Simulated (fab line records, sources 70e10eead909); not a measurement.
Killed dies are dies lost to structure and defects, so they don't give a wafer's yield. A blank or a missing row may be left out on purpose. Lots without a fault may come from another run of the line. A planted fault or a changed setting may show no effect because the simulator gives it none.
Chamber matching | flow nand_harc | NHARC_A_CONTACT_ETCH_97 on rie_diel-05: 4 sister chambers
The step etches the open film in C4F6/O2, target depth 20 nm, time 10 s. 4 wafers are shown with their chamber, then 7 later ones without.

WAFERS WITH THEIR CHAMBER
wafer  | chamber | drypump_motor_current_A (A)
L899.5 | 2       | 6.5
L899.6 | 0       | 5.4
L908.2 | 3       | 5.4
L908.4 | 1       | 5.2

WAFERS WITHOUT THEIR CHAMBER
wafer  | drypump_motor_current_A (A)
L908.5 | 5.4
L912.1 | 5.2
L912.3 | 6.4
L912.4 | 5.4
L910.1 | 6.4
L910.4 | 5.4
L910.5 | 6.4

WHICH CHAMBER EACH WENT THROUGH
wafer  | from the rows above     | in truth
L908.5 | can't be placed: 0 or 3 | 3
L912.1 | 1                       | 1
L912.3 | 2                       | 2
L912.4 | can't be placed: 0 or 3 | 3
L910.1 | 2                       | 2
L910.4 | can't be placed: 0 or 3 | 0
L910.5 | 2                       | 2
Placed correctly: 4 of 7. Can't be placed from these rows: 3 (the true chamber is among the candidates in 3). Placed wrongly: 0.
How it was worked out, from the rows above alone: a wafer's distance from a chamber is the root of the sum, over the readings, of the square of ((its reading less the chamber's mean) divided by the reading's scatter). The wafer belongs to the nearest chamber; if the next one is less than 2 further off, it can't be placed. A chamber's mean is the mean of its shown wafers. The scatter: with one shown wafer a chamber, the root of the mean of the squares of how far each hidden wafer lies from its nearest shown one.
